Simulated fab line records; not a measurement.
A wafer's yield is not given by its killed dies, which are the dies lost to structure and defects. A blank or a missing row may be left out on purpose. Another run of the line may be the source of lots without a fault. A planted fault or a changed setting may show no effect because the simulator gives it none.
fab line records	flow nand_harc
record lots=13	wafers=39	last_day=32
route steps=1302 shown A_DECK1_JOINT@528 A_ONON_D2@566 A_CHANNEL_HOLE_D2@583 END@1302
lots that met no fault: taken from a fault-free run of the same line
start_h: start of the lot's first displayed wafer, in hours after the record's first day	wait_h: how many hours have passed since the lot's step before this one	" the same as in the row above	L1.1+2: one row covering several wafers at once	- either no value or no given start	* or withheld: withheld	< > ~ a bound
route shown NAME@n: NAME is a module with steps in the file, n the number in the route of the first one	usual: mean/standard deviation taken from wafers without a fault	same: alike in all rows	chamber/n: place in a boat	sites: the reading at each site	_std_site: standard deviation across them	_edge_site: mean of outer sites minus mean of inner sites	radius_mm: for every site, how far away it sits from the centre of the wafer	mask NAME#n: copy n	behind: the tool/chamber that last shaped the wafer	hold: what put the lot on hold/how long, in hours/how the hold closed	device: which transistor (n, p or np) failed to switch	end of line: tests of these same wafers at the route's end	a step without rows: its recipe alone	killed: at the first sort, the dies lost to defects and structure; wafer yield is something else	map: a wafer's dies, marking killed ones x, the rest . and places with no die _
set.NAME: the setting as run; set.NAME@STEP: as run at that earlier step	model.NAME: the simulator's own value behind a step, which no gauge read
the route's steps for a sample of lots (tables are steps, rows are wafers)
services: when a tool's chamber went out of use (start_h, in hours from the record's first day, below 0 if earlier), for how many hours, and the reason
## steps
# step NHARC_A_DECK1_JOINT_THK_MEAS_14
# recipe thk_meas_gauge=ellipsometry
# usual thk_nm=51.2/1.7
lot.wafer	tool	chamber	start_h	wait_h	thk_nm
L241.2	film_metro-02	-	247.31	0.2	51.2
L241.3	"	-	"	"	50.2
L241.5	"	-	"	"	52.5
L242.2	film_metro-02	-	266.76	0.2	49.1
L242.4	"	-	"	"	51.7
L242.5	"	-	"	"	50.7
L244.3	film_metro-01	-	266.76	0.2	51.2
L244.4	"	-	"	"	54.4
L244.5	"	-	"	"	55.0
L243.1	film_metro-01	-	266.91	0.2	51.7
L243.2	"	-	"	"	50.9
L243.4	"	-	"	"	51.9
L245.1	film_metro-01	-	287.19	0.2	47.5
L245.3	"	-	"	"	52.1
L245.5	"	-	"	"	50.8
L246.1	film_metro-01	-	297.46	0.2	48.7
L246.4	"	-	"	"	53.7
L246.5	"	-	"	"	51.9
L248.2	film_metro-02	-	328.14	0.2	53.6
L248.3	"	-	"	"	50.5
L248.6	"	-	"	"	51.5
L250.1	film_metro-01	-	342.20	0.2	52.0
L250.3	"	-	"	"	50.2
L250.4	"	-	"	"	50.6
L251.2	film_metro-01	-	353.47	0.2	50.8
L251.4	"	-	"	"	50.7
L251.6	"	-	"	"	48.6
L252.3	film_metro-01	-	356.54	0.2	50.8
L252.5	"	-	"	"	51.0
L252.6	"	-	"	"	49.4
L254.2	film_metro-01	-	376.41	0.2	51.8
L254.4	"	-	"	"	52.3
L254.5	"	-	"	"	54.1
L259.1	film_metro-02	-	423.66	0.2	54.5
L259.4	"	-	"	"	52.3
L259.6	"	-	"	"	52.1
L260.1	film_metro-02	-	432.47	0.2	53.8
L260.2	"	-	"	"	49.9
L260.6	"	-	"	"	49.9
# step NHARC_A_DECK1_JOINT_CMP_02
# recipe material=SiOx
# usual motor_current_A=12.7/1.4
lot.wafer	tool	chamber	start_h	wait_h	motor_current_A
L241.3	cmp-02	1	273.50	0.4	12.7
L241.2	"	2	"	"	11.0
L241.5	"	0	"	"	11.3
L243.2	cmp-02	3	287.87	0.4	14.2
L243.1	"	0	"	"	10.7
L243.4	"	2	"	"	10.9
L244.4	cmp-04	2	287.92	0.4	11.7
L244.3	"	3	"	"	13.9
L244.5	"	0	"	"	15.4
L242.4	cmp-02	3	288.05	0.5	13.3
L242.2	"	0	"	"	11.1
L242.5	"	3	"	"	13.9
L245.1	cmp-02	3	310.80	0.4	13.5
L245.3	"	0	"	"	11.0
L245.5	"	2	"	"	10.2
L246.4	cmp-01	3	321.10	0.4	11.8
L246.1	"	0	"	"	12.2
L246.5	"	0	"	"	11.9
L248.3	cmp-04	0	350.86	0.4	16.0
L248.2	"	1	"	"	12.8
L248.6	"	3	"	"	13.9
L250.4	cmp-01	3	364.79	0.4	11.3
L250.1	"	0	"	"	12.5
L250.3	"	1	"	"	13.0
L251.4	cmp-04	1	380.69	0.4	13.4
L251.2	"	3	"	"	13.8
L251.6	"	2	"	"	13.3
L252.3	cmp-02	0	380.69	0.4	11.5
L252.5	"	0	"	"	10.3
L252.6	"	1	"	"	12.4
L254.2	cmp-01	0	397.71	0.4	12.9
L254.4	"	1	"	"	13.5
L254.5	"	0	"	"	12.4
L259.1	cmp-01	1	448.11	0.4	12.9
L259.4	"	2	"	"	10.8
L259.6	"	2	"	"	11.1
L260.1	cmp-04	1	456.45	0.5	13.4
L260.2	"	2	"	"	13.4
L260.6	"	1	"	"	13.2
# step NHARC_A_ONON_D2_DEP_33
# recipe target_thk_a=2000	temp_c=400	pressure_torr=6.5	rf_w=900	teos_flow_sccm=161.4	flow_sccm=2650	target_thk_nm=200	gas=O2	material=SiO2
# usual heater_power_w=633/74	rf_fwd_power_W=898.5/2.7	showerhead_vpp_V=1812/95	susceptor_temp_C=400.00/0.2	throttle_valve_pct=15.6/0.59
lot.wafer	tool	chamber	start_h	wait_h	heater_power_w	rf_fwd_power_W	showerhead_vpp_V	susceptor_temp_C	throttle_valve_pct
L241.2	pecvd-01	2	288.89	0.1	731	898.6	1741	400.15	16.1
L241.3	"	0	"	"	528	899.4	1924	399.96	16.7
L241.5	"	2	"	"	581	894.9	1755	400.23	16.0
L244.3	pecvd-04	1	304.58	0.1	642	898.5	1834	400.26	14.8
L244.5	"	1	"	"	643	897.9	1839	399.99	14.7
L244.4	"	2	"	"	738	894.3	1808	400.09	15.1
L243.1	pecvd-02	1	304.62	0.1	595	896.7	1845	400.24	15.8
L243.2	"	2	"	"	686	898.4	1770	400.09	15.2
L243.4	"	0	"	"	679	895.6	1682	399.54	16.4
L242.2	pecvd-01	0	304.77	0.2	466	901.1	1904	399.61	16.7
L242.4	"	2	"	"	729	898.6	1758	399.96	16.0
L242.5	"	0	"	"	480	902.6	1910	400.33	16.7
L245.1	pecvd-02	0	324.27	0.2	563	900.8	1664	399.91	16.5
L245.3	"	1	"	"	515	898.7	1838	399.78	15.9
L245.5	"	2	"	"	643	898.0	1788	400.03	15.5
L246.1	pecvd-01	0	334.52	0.1	551	897.7	1921	400.11	16.7
L246.4	"	0	"	"	561	898.2	1937	399.95	16.7
L246.5	"	2	"	"	743	899.1	1758	400.23	15.8
L248.2	pecvd-02	2	364.27	0.1	727	900.8	1784	399.90	15.2
L248.3	"	0	"	"	513	895.4	1671	400.25	16.2
L248.6	"	0	"	"	541	896.0	1682	400.11	16.4
L250.1	pecvd-01	2	378.13	0.1	614	898.4	1722	400.04	15.9
L250.3	"	0	"	"	634	899.3	1900	400.11	16.5
L250.4	"	2	"	"	628	896.3	1752	399.90	15.8
L251.2	pecvd-01	0	393.97	0.1	570	899.7	1934	399.83	16.8
L251.6	"	2	"	"	649	897.3	1748	399.94	15.8
L251.4	"	0	"	"	592	901.0	1881	399.75	16.9
L252.3	pecvd-02	1	394.10	0.3	545	896.1	1834	399.93	16.2
L252.5	"	2	"	"	711	903.6	1758	400.02	15.3
L252.6	"	1	"	"	562	894.5	1837	399.81	16.1
L254.2	pecvd-04	1	411.77	0.1	606	899.8	1877	400.28	14.8
L254.5	"	0	"	"	589	897.5	2000	399.82	15.3
L254.4	"	1	"	"	607	896.4	1816	399.80	15.1
L259.1	pecvd-02	0	461.83	0.1	647	901.4	1658	400.07	16.4
L259.6	"	1	"	"	492	1255.2	2153	399.62	15.9
L259.4	"	0	"	"	645	899.3	1654	400.15	16.0
L260.2	pecvd-02	1	470.08	0.1	399	1260.5	2153	400.25	15.7
L260.1	"	2	"	"	595	900.5	1779	399.90	15.2
L260.6	"	2	"	"	615	899.0	1795	399.86	15.1
# step NHARC_A_ONON_D2_THK_MEAS_34
# recipe thk_meas_gauge=ellipsometry
# usual thk_nm=200/3.1
lot.wafer	tool	chamber	start_h	wait_h	thk_nm
L241.2	film_metro-01	-	289.26	-	198
L241.3	"	-	"	"	197
L241.5	"	-	"	"	204
L244.3	film_metro-01	-	304.99	-	203
L244.4	"	-	"	"	206
L244.5	"	-	"	"	205
L243.1	film_metro-02	-	304.99	-	195
L243.2	"	-	"	"	198
L243.4	"	-	"	"	199
L242.2	film_metro-01	-	305.09	-	203
L242.4	"	-	"	"	207
L242.5	"	-	"	"	204
L245.1	film_metro-02	-	324.69	-	200
L245.3	"	-	"	"	200
L245.5	"	-	"	"	202
L246.1	film_metro-02	-	334.93	-	199
L246.4	"	-	"	"	200
L246.5	"	-	"	"	206
L248.2	film_metro-01	-	364.75	0.4	198
L248.3	"	-	"	"	200
L248.6	"	-	"	"	194
L250.1	film_metro-01	-	378.49	-	193
L250.3	"	-	"	"	193
L250.4	"	-	"	"	200
L251.2	film_metro-02	-	394.30	-	200
L251.4	"	-	"	"	200
L251.6	"	-	"	"	200
L252.3	film_metro-02	-	394.44	0.3	202
L252.5	"	-	"	"	203
L252.6	"	-	"	"	200
L254.2	film_metro-01	-	412.10	-	204
L254.4	"	-	"	"	204
L254.5	"	-	"	"	203
L259.1	film_metro-02	-	462.15	-	194
L259.4	"	-	"	"	202
L259.6	"	-	"	"	223
L260.1	film_metro-02	-	470.49	-	196
L260.2	"	-	"	"	221
L260.6	"	-	"	"	201
# step NHARC_A_CHANNEL_HOLE_D2_OVL_MEAS_11
# usual overlay_x_nm=0.2/0.71	overlay_y_nm=-0.3/0.99
lot.wafer	tool	chamber	start_h	wait_h	overlay_x_nm	overlay_y_nm
L241.2	overlay-01	-	292.89	-	-0.3	0.6
L241.3	"	-	"	"	-0.1	0.7
L241.5	"	-	"	"	-0.2	0.7
L244.3	overlay-02	-	314.30	-	-1.3	1.2
L244.4	"	-	"	"	-0.9	0.9
L244.5	"	-	"	"	-0.4	1.0
L243.1	overlay-02	-	315.60	-	0.8	0.1
L243.2	"	-	"	"	1.1	-0.2
L243.4	"	-	"	"	1.0	0.0
L242.2	overlay-01	-	315.95	-	0.0	-0.9
L242.4	"	-	"	"	-0.1	-0.9
L242.5	"	-	"	"	-0.1	-1.0
L245.1	overlay-01	-	327.43	-	-0.9	-1.1
L245.3	"	-	"	"	-0.7	-1.1
L245.5	"	-	"	"	-0.5	-0.7
L246.1	overlay-02	-	337.81	-	0.3	-0.3
L246.4	"	-	"	"	0.5	-0.5
L246.5	"	-	"	"	0.2	-0.1
L248.2	overlay-01	-	369.71	-	0.0	-0.7
L248.3	"	-	"	"	-0.2	0.3
L248.6	"	-	"	"	-0.4	0.6
L250.1	overlay-01	-	384.63	-	0.9	-1.5
L250.3	"	-	"	"	-0.2	-2.0
L250.4	"	-	"	"	0.6	-1.5
L251.2	overlay-01	-	397.80	-	-0.8	1.1
L251.4	"	-	"	"	0.5	1.7
L251.6	"	-	"	"	0.1	1.2
L252.3	overlay-02	-	398.29	-	1.5	-0.5
L252.5	"	-	"	"	0.5	-0.1
L252.6	"	-	"	"	0.6	0.1
L254.2	overlay-01	-	414.85	-	0.5	0.2
L254.4	"	-	"	"	0.6	0.2
L254.5	"	-	"	"	0.2	0.3
L259.1	overlay-01	-	465.07	-	-0.4	-0.3
L259.4	"	-	"	"	-0.1	0.0
L259.6	"	-	"	"	-0.2	-0.2
L260.1	overlay-02	-	475.44	-	1.2	0.8
L260.2	"	-	"	"	0.9	1.0
L260.6	"	-	"	"	0.9	0.6
# step NHARC_END_SORT_01
# recipe temp_c=25
# usual killed_at_array=54/20	killed_at_other=0.7/0.94	killed_at_periphery=3.8/2.7	killed_dies=59/20	killed_open=3.5/1.9	killed_short=2.5/1.6
# same gross_dies=677
lot.wafer	tool	chamber	start_h	wait_h	killed_at_array	killed_at_other	killed_at_periphery	killed_dies	killed_open	killed_short
L241.2	prober-01	0	567.37	2.8	68	1	2	71	5	1
L241.3	prober-01	0	568.16	3.1	42	0	3	45	2	3
L241.5	prober-01	0	569.74	3.7	64	0	2	66	2	2
L246.1	prober-02	0	598.71	2.5	64	0	5	69	3	2
L246.4	prober-02	0	601.09	3.4	79	1	4	84	6	5
L246.5	prober-02	0	601.88	3.7	79	1	6	86	3	1
L248.2	prober-01	0	641.49	2.8	58	0	4	62	3	4
L248.3	prober-01	0	642.29	3.1	31	1	4	36	1	1
L248.6	prober-01	0	644.70	4.0	37	0	10	47	6	1
L252.3	prober-01	0	675.57	3.1	40	1	10	51	4	2
L252.5	prober-01	0	677.18	3.7	38	5	12	55	6	4
L252.6	prober-01	0	677.98	4.0	44	1	11	56	5	0
L251.2	prober-02	0	679.18	2.8	63	0	7	70	5	4
L251.4	prober-02	0	680.79	3.4	75	0	4	79	2	8
L251.6	prober-02	0	682.40	4.0	67	2	3	72	5	0
L250.1	prober-01	0	681.74	2.5	50	0	6	56	1	1
L250.3	prober-01	0	683.35	3.1	49	0	9	58	5	1
L250.4	prober-01	0	684.15	3.4	45	0	4	49	3	2
L254.2	prober-01	0	690.52	2.8	23	1	7	31	3	0
L254.4	prober-01	0	692.12	3.4	25	0	8	33	1	3
L254.5	prober-01	0	692.92	3.7	17	0	5	22	4	3
L260.1	prober-02	0	767.24	2.5	67	1	2	70	2	3
L260.2	prober-02	0	768.03	2.8	94	0	1	95	3	3
L260.6	prober-02	0	771.20	4.0	69	1	0	70	2	1
# killed by level:class
L241.2 A_CHANNEL_HOLE_D2:chamber_film_flake=31 A_SLIT:chamber_film_flake=24 A_WL_FILL:chamber_film_flake=5 A_BLC:geometric_particle:open=2 A_CHANNEL_FILL_D2:chamber_film_flake=2 P_CONTACT:geometric_particle:open=1 A_SOURCE_PLATE:geometric_particle:short=1 A_ONON_D2:geometric_particle:open=1
L241.3 A_SLIT:chamber_film_flake=20 A_CHANNEL_HOLE_D2:chamber_film_flake=11 A_CHANNEL_HOLE_D1:chamber_film_flake=3 A_ONON_D1:geometric_particle:open=2 A_ONON_D1:geometric_particle:short=2 P_M2:chamber_film_flake=2 A_WL_FILL:chamber_film_flake=2 P_CONTACT:geometric_particle:short=1
L241.5 A_CHANNEL_HOLE_D2:chamber_film_flake=27 A_SLIT:chamber_film_flake=22 A_CHANNEL_HOLE_D1:chamber_film_flake=3 A_WL_FILL:chamber_film_flake=3 A_CHANNEL_FILL_D2:chamber_film_flake=2 A_STAIRCASE:chamber_film_flake=2 P_GATE:geometric_particle:open=1 A_SOURCE_PLATE:geometric_particle:short=1
L246.1 A_SLIT:chamber_film_flake=23 A_CHANNEL_HOLE_D1:chamber_film_flake=21 A_CHANNEL_HOLE_D2:chamber_film_flake=8 P_M1:chamber_film_flake=5 A_CONTACT:chamber_film_flake=3 A_STAIRCASE:chamber_film_flake=2 A_WL_FILL:chamber_film_flake=2 A_DECK1_JOINT:geometric_particle:short=1
L246.4 A_CHANNEL_HOLE_D1:chamber_film_flake=31 A_SLIT:chamber_film_flake=23 A_CHANNEL_HOLE_D2:chamber_film_flake=7 A_STAIRCASE:chamber_film_flake=4 A_CONTACT:chamber_film_flake=4 A_ONON_D2:geometric_particle:open=2 P_M1:chamber_film_flake=2 P_M0:geometric_particle:short=1
L246.5 A_CHANNEL_HOLE_D1:chamber_film_flake=38 A_SLIT:chamber_film_flake=29 A_CHANNEL_HOLE_D2:chamber_film_flake=5 P_M1:chamber_film_flake=4 A_CONTACT:chamber_film_flake=3 P_M2:geometric_particle:open=1 A_DECK1_JOINT:geometric_particle:open=1 A_WL_FILL:geometric_particle:open=1
L248.2 A_CHANNEL_HOLE_D2:chamber_film_flake=30 A_CHANNEL_HOLE_D1:chamber_film_flake=15 P_STI:chamber_film_flake=3 A_SLIT:chamber_film_flake=3 A_CHANNEL_FILL_D2:geometric_particle:short=2 A_CONTACT:chamber_film_flake=2 P_GATE:geometric_particle:short=1 A_CONTACT:geometric_particle:short=1
L248.3 A_CHANNEL_HOLE_D2:chamber_film_flake=14 A_CHANNEL_HOLE_D1:chamber_film_flake=12 P_STI:chamber_film_flake=4 A_STAIRCASE:chamber_film_flake=2 A_ONON_D1:geometric_particle:short=1 A_M0:geometric_particle:open=1 A_ZERO_WELL:chamber_film_flake=1 THIN_TSV:chamber_film_flake=1
L248.6 A_CHANNEL_HOLE_D2:chamber_film_flake=14 A_CHANNEL_HOLE_D1:chamber_film_flake=9 P_STI:chamber_film_flake=6 A_SLIT:chamber_film_flake=4 A_CHANNEL_FILL_D2:geometric_particle:open=2 A_STAIRCASE:chamber_film_flake=2 A_CONTACT:chamber_film_flake=2 P_CONTACT:geometric_particle:open=1
L252.3 A_CHANNEL_HOLE_D2:chamber_film_flake=13 A_CHANNEL_HOLE_D1:chamber_film_flake=8 P_CONTACT:chamber_film_flake=6 A_STAIRCASE:chamber_film_flake=6 A_SLIT:chamber_film_flake=6 P_GATE:chamber_film_flake=2 P_CONTACT:geometric_particle:open=1 A_ONON_D1:geometric_particle:short=1
L252.5 A_CHANNEL_HOLE_D2:chamber_film_flake=14 P_GATE:chamber_film_flake=6 P_CONTACT:chamber_film_flake=5 THIN_TSV:chamber_film_flake=5 A_CHANNEL_HOLE_D1:chamber_film_flake=4 A_WL_FILL:chamber_film_flake=4 A_WL_FILL:geometric_particle:short=2 A_BLC:geometric_particle:open=2
L252.6 A_CHANNEL_HOLE_D2:chamber_film_flake=19 A_CHANNEL_HOLE_D1:chamber_film_flake=9 P_CONTACT:chamber_film_flake=7 A_STAIRCASE:chamber_film_flake=4 A_CHANNEL_HOLE_D2:geometric_particle:open=2 P_GATE:chamber_film_flake=2 A_CHANNEL_FILL_D2:chamber_film_flake=2 A_WL_FILL:chamber_film_flake=2
L251.2 A_SLIT:chamber_film_flake=27 A_CHANNEL_HOLE_D1:chamber_film_flake=18 A_CHANNEL_HOLE_D2:chamber_film_flake=5 A_CONTACT:chamber_film_flake=4 P_GATE:chamber_film_flake=3 P_GATE:geometric_particle:open=2 A_CHANNEL_HOLE_D2:geometric_particle:short=2 A_SOURCE_PLATE:geometric_particle:open=1
L251.4 A_SLIT:chamber_film_flake=32 A_CHANNEL_HOLE_D1:chamber_film_flake=15 A_CONTACT:chamber_film_flake=8 A_CHANNEL_HOLE_D2:chamber_film_flake=5 A_CHANNEL_FILL_D1:geometric_particle:short=3 A_STAIRCASE:chamber_film_flake=3 A_DECK1_JOINT:geometric_particle:short=2 P_GATE:chamber_film_flake=2
L250.1 A_CHANNEL_HOLE_D1:chamber_film_flake=28 A_CHANNEL_HOLE_D2:chamber_film_flake=10 A_CONTACT:chamber_film_flake=5 P_M0:chamber_film_flake=4 A_CHANNEL_FILL_D1:chamber_film_flake=2 A_SLIT:chamber_film_flake=2 P_M0:geometric_particle:open=1 A_ONON_D2:geometric_particle:short=1
L251.6 A_SLIT:chamber_film_flake=31 A_CHANNEL_HOLE_D1:chamber_film_flake=14 A_CONTACT:chamber_film_flake=8 A_CHANNEL_HOLE_D2:chamber_film_flake=7 P_GATE:chamber_film_flake=2 A_WL_FILL:chamber_film_flake=2 P_M0:geometric_particle:open=1 A_CHANNEL_FILL_D1:geometric_particle:open=1
L250.3 A_CHANNEL_HOLE_D1:chamber_film_flake=25 A_CHANNEL_HOLE_D2:chamber_film_flake=13 P_M0:chamber_film_flake=4 A_SLIT:chamber_film_flake=3 P_GATE:chamber_film_flake=2 A_CHANNEL_FILL_D1:chamber_film_flake=2 A_CONTACT:chamber_film_flake=2 P_M0:geometric_particle:open=1
L250.4 A_CHANNEL_HOLE_D2:chamber_film_flake=16 A_CHANNEL_HOLE_D1:chamber_film_flake=14 A_CONTACT:chamber_film_flake=7 A_SLIT:chamber_film_flake=3 P_M0:geometric_particle:short=1 P_M2:geometric_particle:open=1 A_ONON_D2:geometric_particle:short=1 A_CHANNEL_FILL_D2:geometric_particle:open=1
L254.2 A_CONTACT:chamber_film_flake=8 A_CHANNEL_HOLE_D1:chamber_film_flake=6 P_M1:chamber_film_flake=5 A_SLIT:chamber_film_flake=3 A_STAIRCASE:chamber_film_flake=2 P_M1:geometric_particle:open=1 A_CHANNEL_FILL_D1:geometric_particle:open=1 A_ONON_D2:geometric_particle:open=1
L254.4 A_CHANNEL_HOLE_D1:chamber_film_flake=10 A_SLIT:chamber_film_flake=5 P_M1:chamber_film_flake=4 A_CONTACT:chamber_film_flake=4 P_GATE:chamber_film_flake=2 A_ONON_D1:geometric_particle:short=1 A_DECK1_JOINT:geometric_particle:short=1 A_WL_FILL:geometric_particle:short=1
L254.5 A_CHANNEL_HOLE_D1:chamber_film_flake=6 P_M1:chamber_film_flake=3 A_WL_FILL:geometric_particle:short=2 A_SLIT:chamber_film_flake=2 P_GATE:geometric_particle:open=1 A_CHANNEL_HOLE_D1:geometric_particle:open=1 A_CHANNEL_FILL_D1:geometric_particle:short=1 A_DECK1_JOINT:geometric_particle:open=1
L260.1 A_SLIT:chamber_film_flake=28 A_CHANNEL_HOLE_D1:chamber_film_flake=19 A_M0:chamber_film_flake=6 A_CONTACT:chamber_film_flake=3 A_CHANNEL_FILL_D2:chamber_film_flake=2 A_STAIRCASE:chamber_film_flake=2 P_M2:geometric_particle:short=1 A_ONON_D1:geometric_particle:short=1
L260.2 A_SLIT:chamber_film_flake=37 A_CHANNEL_HOLE_D1:chamber_film_flake=33 A_CONTACT:chamber_film_flake=9 A_CHANNEL_FILL_D2:chamber_film_flake=3 A_M0:chamber_film_flake=3 A_CHANNEL_FILL_D1:chamber_film_flake=2 P_CONTACT:geometric_particle:open=1 A_SOURCE_PLATE:geometric_particle:short=1
L260.6 A_SLIT:chamber_film_flake=29 A_CHANNEL_HOLE_D1:chamber_film_flake=21 A_CONTACT:chamber_film_flake=10 A_CHANNEL_FILL_D2:chamber_film_flake=3 A_M0:chamber_film_flake=2 A_WL_FILL:geometric_particle:short=1 A_WL_FILL:geometric_particle:open=1 A_BLC:geometric_particle:open=1
## services
tool	chamber	start_h	hours	kind
cmp-01	-	249.65	0.3	repair
cmp-04	-	265.50	13.8	repair
pecvd-04	-	269.19	13.0	pm
cmp-01	-	272.17	1.2	repair
cmp-01	-	281.70	2.6	repair
cmp-01	-	284.34	4.0	pm
pecvd-01	2	292.68	9.8	repair
cmp-04	-	307.00	4.0	pm
pecvd-01	-	311.31	13.0	pm
cmp-04	-	317.53	0.7	repair
cmp-02	-	330.58	4.0	pm
pecvd-02	1	357.51	8.4	repair
cmp-02	-	381.94	2.6	repair
cmp-01	-	382.34	4.0	pm
pecvd-02	0	392.59	10.8	repair
cmp-04	-	405.00	4.0	pm
pecvd-02	-	408.30	13.0	pm
pecvd-02	0	408.30	13.0	vent_cycle
cmp-04	-	425.72	0.6	repair
cmp-02	-	428.58	4.0	pm
cmp-01	-	429.96	1.1	repair
cmp-02	-	439.37	1.8	repair
pecvd-04	-	450.40	13.0	pm
cmp-01	-	469.06	0.6	repair
## key
first_sign step=NHARC_A_ONON_D2_DEP_33	reading=rf_fwd_power_W	direction=up	sigmas=99+	usual=*	struck=*
effect step=NHARC_A_ONON_D2_DEP_33	reading=showerhead_vpp_V	direction=up	sigmas=3.6	usual=1812	struck=2153
effect step=NHARC_A_ONON_D2_THK_MEAS_34	reading=thk_nm	direction=up	sigmas=6.9	usual=200	struck=222
met_at NHARC_A_ONON_D2_DEP_33
struck_lots L259,L260
struck_wafers L259.6,L260.2
tester_left_out L259,L260
not_acting_at NHARC_A_DECK1_JOINT_THK_MEAS_14,NHARC_A_DECK1_JOINT_CMP_02,NHARC_A_CHANNEL_HOLE_D2_OVL_MEAS_11
onset_between 394.10 461.83
fault kind=process_parameter_drift	tool=pecvd-02	chamber=1	onset_h=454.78	steps=NHARC_A_ONON_D2_DEP_33	channel=rf_w	offset=*	shape=step	end_h=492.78	acts_in=*	stated=*
# tester_left_out: of these lots the tester's yield and bins aren't shown, on N5 and GAA mostly nor the transistor test; their killed dies are dies lost to structure and defects alone, not to doping, threshold or leakage, so they don't give the yield
